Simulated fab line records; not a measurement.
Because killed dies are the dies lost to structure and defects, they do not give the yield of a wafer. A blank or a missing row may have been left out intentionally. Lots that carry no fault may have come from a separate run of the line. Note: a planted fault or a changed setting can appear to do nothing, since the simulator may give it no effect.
Which tool did it? || flow nand harc || 9 lots, 27 wafers sampled, at 5 steps of a route of 1302

== WHAT EACH GAUGE READ, for each wafer ==
NHARC_END_WLT_00.
{"lot": "L198", "measured": "day 24 12:43", "on": "prober-02", "VT_DECK2_MIDDLE": "6.010 6.001 6.053 5.980 6.009 5.931"}
{"lot": "L199", "measured": "day 26 00:56", "on": "prober-01", "VT_DECK2_MIDDLE": "6.064 6.046 6.008 5.972 5.938 6.015"}
{"lot": "L208", "measured": "day 29 09:46", "on": "prober-02", "VT_DECK2_MIDDLE": "0.893 0.886 0.880"}
{"lot": "L210", "measured": "day 29 08:32", "on": "prober-01", "VT_DECK2_MIDDLE": "0.872 0.877 0.887"}
{"lot": "L209", "measured": "day 29 16:23", "on": "prober-01", "VT_DECK2_MIDDLE": "0.875 0.875 0.875"}
{"lot": "L211", "measured": "day 30 11:24", "on": "prober-02", "VT_DECK2_MIDDLE": "0.881 0.892 0.883"}
{"lot": "L213", "measured": "day 30 10:54", "on": "prober-01", "VT_DECK2_MIDDLE": "0.876 0.885 0.887"}
{"lot": "L212", "measured": "day 30 19:38", "on": "prober-02", "VT_DECK2_MIDDLE": "0.889 0.878 0.885"}
{"lot": "L217", "measured": "day 33 02:02", "on": "prober-02", "VT_DECK2_MIDDLE": "0.894 0.891 0.898"}

== WHAT TOOL EACH LOT RAN ON (gives the tool, then ch and the chambers of the sampled wafers, and finally the start) ==
{"lot": "L198", "NHARC_A_CHANNEL_HOLE_D2_ETCH_26": "har etch-02 ch 0, day 14 04:27", "NHARC_A_CHANNEL_HOLE_D2_ETCH_27": "har etch-02 ch 0, day 14 04:39", "NHARC_A_CHANNEL_FILL_D2_ETCHBACK_20": "rie diel-08 ch 0,1,2, day 15 06:53", "NHARC_A_CHANNEL_FILL_D2_CVD_05": "lpcvd poly-01, day 15 09:26"}
{"lot": "L199", "NHARC_A_CHANNEL_HOLE_D2_ETCH_26": "har etch-01 ch 0,1, day 15 00:00", "NHARC_A_CHANNEL_HOLE_D2_ETCH_27": "har etch-01 ch 0,1, day 15 00:12", "NHARC_A_CHANNEL_FILL_D2_ETCHBACK_20": "rie diel-08 ch 0,1,3, day 16 01:54", "NHARC_A_CHANNEL_FILL_D2_CVD_05": "lpcvd poly-02, day 16 05:40"}
{"lot": "L208", "NHARC_A_CHANNEL_HOLE_D2_ETCH_26": "har etch-01 ch 0,1, day 18 06:07", "NHARC_A_CHANNEL_HOLE_D2_ETCH_27": "har etch-01 ch 0,1, day 18 06:19", "NHARC_A_CHANNEL_FILL_D2_ETCHBACK_20": "rie diel-05 ch 1,2, day 19 08:34", "NHARC_A_CHANNEL_FILL_D2_CVD_05": "lpcvd poly-01 ch 0, day 19 11:07"}
{"lot": "L210", "NHARC_A_CHANNEL_HOLE_D2_ETCH_26": "har etch-01 ch 0,1, day 19 07:41", "NHARC_A_CHANNEL_HOLE_D2_ETCH_27": "har etch-01 ch 0,1, day 19 07:53", "NHARC_A_CHANNEL_FILL_D2_ETCHBACK_20": "rie diel-13 ch 1,3, day 20 10:02", "NHARC_A_CHANNEL_FILL_D2_CVD_05": "lpcvd poly-02 ch 0, day 20 12:29"}
{"lot": "L209", "NHARC_A_CHANNEL_HOLE_D2_ETCH_26": "har etch-02 ch 0,1, day 19 09:16", "NHARC_A_CHANNEL_HOLE_D2_ETCH_27": "har etch-02 ch 0,1, day 19 09:27", "NHARC_A_CHANNEL_FILL_D2_ETCHBACK_20": "rie diel-08 ch 0,2,3, day 20 10:00", "NHARC_A_CHANNEL_FILL_D2_CVD_05": "lpcvd poly-02 ch 0, day 20 12:29"}
{"lot": "L211", "NHARC_A_CHANNEL_HOLE_D2_ETCH_26": "har etch-01 ch 0,1, day 19 21:02", "NHARC_A_CHANNEL_HOLE_D2_ETCH_27": "har etch-01 ch 0,1, day 19 21:15", "NHARC_A_CHANNEL_FILL_D2_ETCHBACK_20": "rie diel-08 ch 0,2,3, day 20 23:24", "NHARC_A_CHANNEL_FILL_D2_CVD_05": "lpcvd poly-02 ch 0, day 21 01:53"}
{"lot": "L213", "NHARC_A_CHANNEL_HOLE_D2_ETCH_26": "har etch-02 ch 0,1, day 19 22:07", "NHARC_A_CHANNEL_HOLE_D2_ETCH_27": "har etch-02 ch 0,1, day 19 22:19", "NHARC_A_CHANNEL_FILL_D2_ETCHBACK_20": "rie diel-05 ch 0,1,2, day 20 23:25", "NHARC_A_CHANNEL_FILL_D2_CVD_05": "lpcvd poly-02 ch 0, day 21 01:53"}
{"lot": "L212", "NHARC_A_CHANNEL_HOLE_D2_ETCH_26": "har etch-01 ch 0,1, day 20 01:16", "NHARC_A_CHANNEL_HOLE_D2_ETCH_27": "har etch-01 ch 0,1, day 20 01:28", "NHARC_A_CHANNEL_FILL_D2_ETCHBACK_20": "rie diel-08 ch 2,3, day 21 06:09", "NHARC_A_CHANNEL_FILL_D2_CVD_05": "lpcvd poly-03 ch 0, day 21 08:47"}
{"lot": "L217", "NHARC_A_CHANNEL_HOLE_D2_ETCH_26": "har etch-02 ch 0,1, day 22 04:47", "NHARC_A_CHANNEL_HOLE_D2_ETCH_27": "har etch-02 ch 0,1, day 22 04:58", "NHARC_A_CHANNEL_FILL_D2_ETCHBACK_20": "rie diel-13 ch 0,1,2, day 23 07:20", "NHARC_A_CHANNEL_FILL_D2_CVD_05": "lpcvd poly-03 ch 0, day 23 09:56"}
- NHARC_A_CHANNEL_HOLE_D2_ETCH_26: etches the open film in C4F8/O2/Ar, time 224.1 s, target depth 300 nm.
- NHARC_A_CHANNEL_HOLE_D2_ETCH_27: etches the open film in C4F8/O2/Ar, time 90 s, target depth 400 nm.
- NHARC_A_CHANNEL_FILL_D2_ETCHBACK_20: etches the open film in C4F8/O2/Ar, target depth 27 nm, time 13.5 s.
- NHARC_A_CHANNEL_FILL_D2_CVD_05: deposits poly-Si, target thk 5 nm.

== THE ANSWER, worked out from the rows above alone ==
Rule: the usual values come from the lots themselves. The widest of any qualifying gaps counts: lots, ordered by their means at a reading, are off when they make up no more than a third of the lots, leave a main group of 4 or more, and stand apart from it by 3 or more times the standard deviation of that group's means. A main group whose means are all the same, to the digits that the tables above print for the reading, isn't used. Also off: a lot with no number at a reading for which 4 or more lots have one. Any other lot the step has rows for is counted as sound.
Off: L198, L199, at NHARC_END_WLT_00 (VT_DECK2_MIDDLE). Main group: mean 0.884, sd 0.0057.
If a tool, at a process step before that reading, ran all the lots that are off and no sound lot after the first of them, it fits. Gauges at NHARC_END_WLT_00: tried the same way as those tools. No candidate that was tried fits.

== WHAT THE SIMULATOR PUT IN ==
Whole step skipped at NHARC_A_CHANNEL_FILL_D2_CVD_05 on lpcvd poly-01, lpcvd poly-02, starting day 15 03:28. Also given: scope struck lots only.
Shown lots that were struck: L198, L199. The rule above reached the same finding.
